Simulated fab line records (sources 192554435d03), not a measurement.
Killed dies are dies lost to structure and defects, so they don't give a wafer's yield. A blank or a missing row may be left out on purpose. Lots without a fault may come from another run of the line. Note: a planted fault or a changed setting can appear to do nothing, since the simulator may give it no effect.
fab line records | flow n5-finfet
[record] lots = 4 | wafers = 11 | last-day = 17
route steps=1938 shown BEOL_M2@921 BEOL_M3@931 BEOL_M4@1111
lots that met no fault: taken from a fault-free run of the same line
start-h: hours from the record's opening day to when the first of the lot's shown wafers began | wait-h: time in hours since the lot's previous step | " repeats the value in the row above | L1.1+2: one row covering several wafers at once | - no value, or no start given | * or withheld: withheld | < > ~ a bound
route shown NAME@n: NAME is a module with steps in the file, n the number in the route of the first one | usual: the fault-free wafers' mean and standard deviation | same: alike in all rows | chamber/n: place in a boat | sites: each site's reading | _std_site: their standard deviation | _edge_site: the outer-site mean with the inner-site mean subtracted | radius-mm: how far each site lies from the wafer's centre | mask NAME#n: copy n | behind: the tool/chamber that last shaped the wafer | hold: why the lot was held/for how many hours/how that ended | device: the transistor (n, p or np) that didn't switch | end of line: the same wafers' tests at the end of the route | a step with no rows: only its recipe | killed: dies lost to structure and defects at the first sort, not the wafer's yield | map: per-die view of a wafer (x killed, . not killed, _ where there is no die)
set.NAME: the setting that was run; set.NAME@STEP: the one run at that earlier step | model.NAME: the simulator's own value behind a step, which no gauge read
certain route steps with their lots: each step a table, each wafer a row
services: the hour from which a tool's chamber was out of use, counted from the record's first day as start-h (under 0 if before that day), plus the number of hours and why
[[steps]]
[step N5_BEOL_M2_ECD_50]
[recipe] material = Cu | target-thk-a = 3000
[step N5_BEOL_M2_ANNEAL_51]
[recipe] temp-c = 225 | time-s = 90 | ambient = N2
[step N5_BEOL_M2_CMP_52]
[recipe] stop-on = SiOC | t-overpolish-s = 6.8 | down-force-psi = 1 | platen-rpm = 50 | clearing-platen-down-force-psi = 1.5 | clearing-platen-rpm = 50 | post-cmp-clean = cu-alkaline | target-thk-nm = 40 | clearing-platen-pad-velocity-m-s = 0.99484 | pad-velocity-m-s = 0.99484
[step N5_BEOL_M2_PRE_CLEAN_60]
[recipe] gas = NH3/H2 | time-s = 15 | temp-c = * | rf-power-w = 300
[step N5_BEOL_M2_CO_CAP_55]
[recipe] material = Co | target-thk-a = 20 | temp-c = 200 | precursor = CCTBA/H2 | pressure-torr = 30 | time-s = 102.1
[step N5_BEOL_M2_PRE_CLEAN_56]
[recipe] gas = NH3 | time-s = 15 | temp-c = withheld | rf-power-w = 300
[step N5_BEOL_M2_DEP_57]
[recipe] material = SiCN | target-thk-a = 80 | temp-c = withheld | precursor = 3MS/NH3 | pressure-torr = 3 | rf-w = 202 | time-s = 14
[step N5_BEOL_M3_ILD_DEP_00]
[recipe] material = SiOC | target-thk-a = 790 | temp-c = 350 | precursor = DEMS/O2 | pressure-torr = 5 | rf-w = 500 | time-s = 15.3
[step N5_BEOL_M3_PECVD_72]
[recipe] material = SiO2 | target-thk-a = 160 | temp-c = 400 | precursor = TEOS/O2 | pressure-torr = 5.5 | rf-w = 450 | teos-flow-sccm = 53.8 | gas = O2 | flow-sccm = 3000 | time-s = 18
[usual] heater-power-w = 704/76 | showerhead-plenum-p-Torr = 8.74/0.065 | throttle-valve-pct = 22.1/1.6
lot.wafer | tool     | chamber | start-h | wait-h | heater-power-w | showerhead-plenum-p-Torr | since-wet-clean-h | throttle-valve-pct | model.SiO2_of_BEOL_M3_PECVD_72.thk-nm
L634.1    | pecvd-01 | 0       | 157.11  | 0.0    | 679            | 8.67                     | 1042              | 25.3               | 15.8
L634.2    | "        | 2       | "       | "      | 733            | 8.76                     | 288               | 21.7               | 15.8
L634.5    | "        | 1       | "       | "      | 706            | 8.70                     | -                 | 21.2               | 16
L644.1    | pecvd-01 | 2       | 227.78  | 0.0    | 785            | 8.77                     | 359               | 21.9               | 11.8
L644.2    | "        | 0       | "       | "      | 599            | 8.69                     | 1113              | 25.7               | 15.8
L644.3    | "        | 1       | "       | "      | 660            | 8.72                     | 1838              | 21.1               | 16
L651.1    | pecvd-01 | 1       | 266.43  | 0.0    | 682            | 8.69                     | 1877              | 20.9               | 11.6
L651.4    | "        | 1       | "       | "      | 672            | 8.67                     | -                 | 21.1               | 11.8
L653.3    | pecvd-03 | 1       | 268.19  | 0.0    | 706            | 8.82                     | 1697              | 24.4               | 16
L653.5    | "        | 0       | "       | "      | 625            | 8.76                     | -                 | 22.9               | 16
L653.6    | "        | 2       | "       | "      | 690            | 8.83                     | -                 | 20.0               | 16.2
[step N5_BEOL_M3_HM_DEP_02]
[recipe] material = TiN | target-thk-a = 200 | temp-c = 25 | chamber-pressure-pa = 0.49996
[step N5_BEOL_M3_COAT_61]
[recipe] resist = SOC | temp-c = 250 | time-s = 60 | spin-rpm = 1500 | resist-thk-nm = 60
[step N5_BEOL_M3_COAT_62]
[recipe] resist = SiARC | temp-c = 220 | time-s = 60 | spin-rpm = 1500 | resist-thk-nm = 12
[step N5_BEOL_M3_COAT_73]
[recipe] resist = underlayer | temp-c = 205 | time-s = 60 | spin-rpm = 1500 | resist-thk-nm = 5
[step N5_BEOL_M3_COAT_05]
[recipe] resist = CAR-EUV | spin-rpm = 1500 | resist-thk-nm = 30
[step N5_BEOL_M3_EBR_07]
[recipe] solvent = PGMEA | ebr-width-mm = 1.5
[step N5_BEOL_M3_SOFTBAKE_06]
[recipe] temp-c = 110 | time-s = 60 | resist = CAR-EUV
[step N5_BEOL_M3_EXPOSE_08]
[recipe] mask-id = M3 | na = 0.33 | source-shape = dipole | sigma-inner = 0.369 | sigma-outer = 0.767 | polarization = unpolarized | dose-mj = 33
[step N5_BEOL_M3_PEB_09]
[recipe] peb-temp-c = 100 | peb-time-s = 60 | resist = CAR-EUV
[step N5_BEOL_M3_DEVELOP_10]
[recipe] develop-time-s = 30 | developer = TMAH | resist = CAR-EUV | rinse-liquid = surfactant-rinse | dry = air-spin | dev-temp-c = 23
[step N5_BEOL_M3_DESCUM_16]
[recipe] chemistry = O2 | time-s = 7 | source-power-w = 50 | bias-power-w = 20 | pressure-mtorr = 20 | rf-frequency-hz = 2.712e+07 | temp-c = 40 | resist = CAR-EUV | o2-flow-sccm = 225
[step N5_BEOL_M3_ETCH_74]
[recipe] chemistry = N2/H2 | target = underlayer | target-depth-a = 65 | mask-material = CAR-EUV | time-s = 5.2 | ion-energy-ev = 200 | pressure-mtorr = 30 | source-w = 840 | bias-w = 150 | n2-flow-sccm = 200 | h2-flow-sccm = 200 | ends = cleared
[step N5_BEOL_M3_ETCH_63]
[recipe] chemistry = CF4 | target = SiARC | target-depth-a = 156 | mask-material = CAR-EUV | time-s = 26 | ion-energy-ev = 80 | pressure-mtorr = 40 | source-w = 545 | bias-w = 36 | Ar_flow_sccm = 100 | cf4-flow-sccm = 100 | ends = cleared
[step N5_BEOL_M3_ETCH_64]
[recipe] chemistry = N2/H2 | target = SOC | target-depth-a = 750 | overetch-a = 150 | mask-material = SiARC | temp-c = 40 | time-s = 112.5 | ion-energy-ev = 200 | pressure-mtorr = 30 | source-w = 840 | bias-w = 150 | n2-flow-sccm = 200 | h2-flow-sccm = 200
[step N5_BEOL_M3_STRIP_65]
[recipe] chemistry = N2/H2 | temp-c = 40 | n2-flow-sccm = 200 | h2-flow-sccm = 200 | rf-frequency-hz = 6e+07
[step N5_BEOL_M3_STRIP_75]
[recipe] chemistry = N2/H2 | temp-c = 40 | n2-flow-sccm = 200 | h2-flow-sccm = 200 | rf-frequency-hz = 6e+07
[step N5_BEOL_M3_STRIP_66]
[recipe] chemistry = CF4 | resist = SiARC | power-w = 300 | bias-power-w = 75 | pressure-mtorr = 50 | cf4-flow-sccm = 150 | rf-frequency-hz = 6e+07
[step N5_BEOL_M3_HM_OPEN_17]
[recipe] chemistry = Cl2/BCl3 | target-depth-a = 200 | overetch-a = 60 | target = TiN | mask-material = SOC | ion-energy-ev = 150 | pressure-mtorr = 10 | icp-w = 1000 | bias-w = 126 | Cl2_flow_sccm = 53.25 | bcl3-flow-sccm = 21.75 | Ar_flow_sccm = 25
[step N5_BEOL_M3_STRIP_19]
[recipe] chemistry = O2 | power-w = 400 | temp-c = 40 | pressure-mtorr = 30 | rf-frequency-hz = 6e+07 | bias-power-w = 0 | overash-fraction = 0.2 | o2-flow-sccm = 225
[step N5_BEOL_M3_COAT_67]
[recipe] resist = SOC | temp-c = 250 | time-s = 60 | spin-rpm = 1500 | resist-thk-nm = 60
[step N5_BEOL_M3_COAT_68]
[recipe] resist = SiARC | temp-c = 220 | time-s = 60 | spin-rpm = 1500 | resist-thk-nm = 12
[step N5_BEOL_M3_COAT_76]
[recipe] resist = underlayer | temp-c = 205 | time-s = 60 | spin-rpm = 1500 | resist-thk-nm = 5
[step N5_BEOL_M3_COAT_22]
[recipe] resist = CAR-EUV | spin-rpm = 1500 | resist-thk-nm = 30
[step N5_BEOL_M3_EBR_24]
[recipe] solvent = PGMEA | ebr-width-mm = 1.5
[step N5_BEOL_M3_SOFTBAKE_23]
[recipe] temp-c = 110 | time-s = 60 | resist = CAR-EUV
[step N5_BEOL_M3_HM_STRIP_39]
[recipe] chemistry = peroxide-tin-strip | material = TiN | target-depth-a = 250 | temp-c = 50 | time-s = 158
lot.wafer | tool         | chamber | start-h | wait-h | model.SiO2_of_BEOL_M3_PECVD_72.thk-nm
L634.1+2  | wet-bench-04 | 4,7     | 174.35  | 0.0    | 15.6
L634.5    | "            | 3       | "       | "      | 15.8
L644.1    | wet-bench-05 | 3       | 244.45  | 0.0    | 11.6
L644.2    | "            | 5       | "       | "      | 15.6
L644.3    | "            | 4       | "       | "      | 15.8
L651.1    | wet-bench-05 | 3       | 277.02  | 0.0    | 11.4
L651.4    | "            | 0       | "       | "      | 11.6
L653.3    | wet-bench-02 | 2       | 282.93  | 0.0    | 15.8
L653.5    | "            | 1       | "       | "      | 16
L653.6    | "            | 6       | "       | "      | 16.2
[step N5_BEOL_M3_CMP_52]
[recipe] stop-on = SiOC | t-overpolish-s = 6.8 | down-force-psi = 1 | platen-rpm = 50 | clearing-platen-down-force-psi = 1.5 | clearing-platen-rpm = 50 | post-cmp-clean = cu-alkaline | target-thk-nm = 40 | clearing-platen-pad-velocity-m-s = 0.99484 | pad-velocity-m-s = 0.99484
[usual] barrier-field-endpoint-s = 24.8/0.59 | clearing-platen-rpm = 50.000/0.029 | motor-current-A = 5.9/0.88
lot.wafer | tool   | chamber | start-h | wait-h | barrier-field-endpoint-s | clearing-platen-rpm | motor-current-A
L634.1    | cmp-03 | 3       | 178.01  | 0.3    | 24.6                     | 50.007              | 6.1
L634.2    | "      | 0       | "       | "      | 25.0                     | 50.007              | 6.4
L634.5    | "      | 2       | "       | "      | 24.2                     | 49.964              | 6.1
L644.1    | cmp-02 | 2       | 248.31  | 0.3    | 19.8                     | 50.013              | 6.2
L644.3    | "      | 3       | "       | "      | 25.4                     | 50.036              | 6.4
L644.2    | "      | 0       | "       | "      | 24.6                     | 50.039              | 6.4
L651.1    | cmp-02 | 0       | 282.54  | 0.3    | 19.2                     | 49.977              | 6.5
L651.4    | "      | 2       | "       | "      | 19.2                     | 50.005              | 5.9
L653.3    | cmp-02 | 0       | 287.79  | 0.9    | 25.0                     | 50.003              | 6.6
L653.6    | "      | 1       | "       | "      | 25.1                     | 49.998              | 7.0
L653.5    | "      | 2       | "       | "      | 24.2                     | 49.968              | 6.3
[step N5_BEOL_M4_RC_MEAS_101]
[usual] DIBL_N = 35.8/1.4 | DIBL_P = 35.8/1.6 | IOFF_N = 0.152/0.021 | IOFF_P = 0.204/0.027 | ION_N = 672/8.7 | ION_P = 461/6.2 | SS_N = 71.5/0.54 | SS_P = 73.1/0.57 | VT_N = 250.0/2.5 | VT_P = -250.6/2.7
lot.wafer | tool      | chamber | start-h | wait-h | DIBL_N[mV/V] | DIBL_P[mV/V] | IOFF_N[nA/um] | IOFF_P[nA/um] | ION_N[uA/um] | ION_P[uA/um] | SS_N[mV/dec] | SS_P[mV/dec] | VT_N[mV] | VT_P[mV]
L634.1    | prober-01 | 0       | 192.13  | 0.0    | 34.2         | 35.6         | 0.135         | 0.169         | 677          | 459          | 71.9         | 72.5         | 252.0    | -255.8
L634.2    | "         | 0       | "       | "      | 35.6         | 37.6         | 0.158         | 0.192         | 685          | 463          | 72.7         | 73.5         | 250.6    | -253.6
L634.5    | "         | 0       | "       | "      | 33.8         | 35.6         | 0.136         | 0.170         | 679          | 455          | 72.4         | 72.4         | 251.7    | -253.4
L644.1    | prober-01 | 0       | 263.36  | 0.0    | 36.9         | 37.4         | 0.179         | 0.229         | 680          | 466          | 72.2         | 73.9         | 247.5    | -250.6
L644.2    | "         | 0       | "       | "      | 33.6         | 34.1         | 0.126         | 0.169         | 673          | 457          | 70.8         | 73.0         | 252.3    | -252.8
L644.3    | "         | 0       | "       | "      | 33.3         | 33.4         | 0.117         | 0.160         | 663          | 458          | 71.1         | 72.8         | 254.1    | -251.2
L651.1    | prober-01 | 0       | 291.56  | 0.0    | 36.3         | 35.9         | 0.163         | 0.243         | 673          | 463          | 71.8         | 73.6         | 250.0    | -248.4
L651.4    | "         | 0       | "       | "      | 36.1         | 35.4         | 0.157         | 0.228         | 666          | 462          | 72.5         | 73.6         | 251.5    | -249.4
L653.3    | prober-02 | 0       | 299.94  | 0.3    | 32.4         | 33.1         | 0.109         | 0.152         | 646          | 444          | 71.2         | 72.0         | 254.5    | -252.9
L653.5    | "         | 0       | "       | "      | 33.2         | 34.5         | 0.126         | 0.157         | 658          | 458          | 71.2         | 73.1         | 253.4    | -254.6
L653.6    | "         | 0       | "       | "      | 33.7         | 34.2         | 0.128         | 0.160         | 653          | 445          | 71.1         | 72.3         | 251.8    | -252.1
[[services]]
tool     | chamber | start-h | hours | kind
pecvd-03 | 2       | 183.78  | 5.5   | scheduled-down
pecvd-01 | 2       | 186.98  | 2.1   | scheduled-down
pecvd-01 | 2       | 192.19  | 10.5  | repair
pecvd-03 | 1       | 197.80  | 2.1   | scheduled-down
pecvd-03 | -       | 210.90  | 0.7   | repair
cmp-03   | -       | 212.43  | 9.3   | pm
cmp-02   | -       | 217.07  | 4.0   | pm
cmp-02   | -       | 221.07  | -     | consumable-replace:conditioner
cmp-02   | -       | 221.07  | -     | consumable-replace:pad
cmp-02   | -       | 236.73  | 3.6   | pm
pecvd-01 | 1       | 237.48  | 10.0  | repair
pecvd-01 | 0       | 272.62  | 5.5   | scheduled-down
cmp-02   | -       | 282.84  | 3.9   | repair
pecvd-01 | -       | 283.86  | 6.0   | pm
[[key]]
[first-sign] step = N5_BEOL_M3_CMP_52 | reading = barrier-field-endpoint-s | direction = down | sigmas = 9.1 | usual = 24.8 | struck = 19.4
effect none on later readings
[model-effect] step = N5_BEOL_M3_PECVD_72 | value = SiO2_of_BEOL_M3_PECVD_72.thk-nm | without = 15.93 | struck = 11.73
[model-effect] step = N5_BEOL_M3_HM_STRIP_39 | value = SiO2_of_BEOL_M3_PECVD_72.thk-nm | without = 15.8 | struck = 11.53
met-at N5_BEOL_M3_PECVD_72
struck-wafers L644.1,L651.1,L651.4
onset-between 157.11 227.78
[fault] kind = process-parameter-drift | tool = pecvd-01 | chamber = - | onset-h = 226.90 | steps = N5_BEOL_M3_PECVD_72 | channel = time-s | offset = * | shape = step | end-h = 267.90 | scope = struck-wafers-only | acts-in = * | stated = *
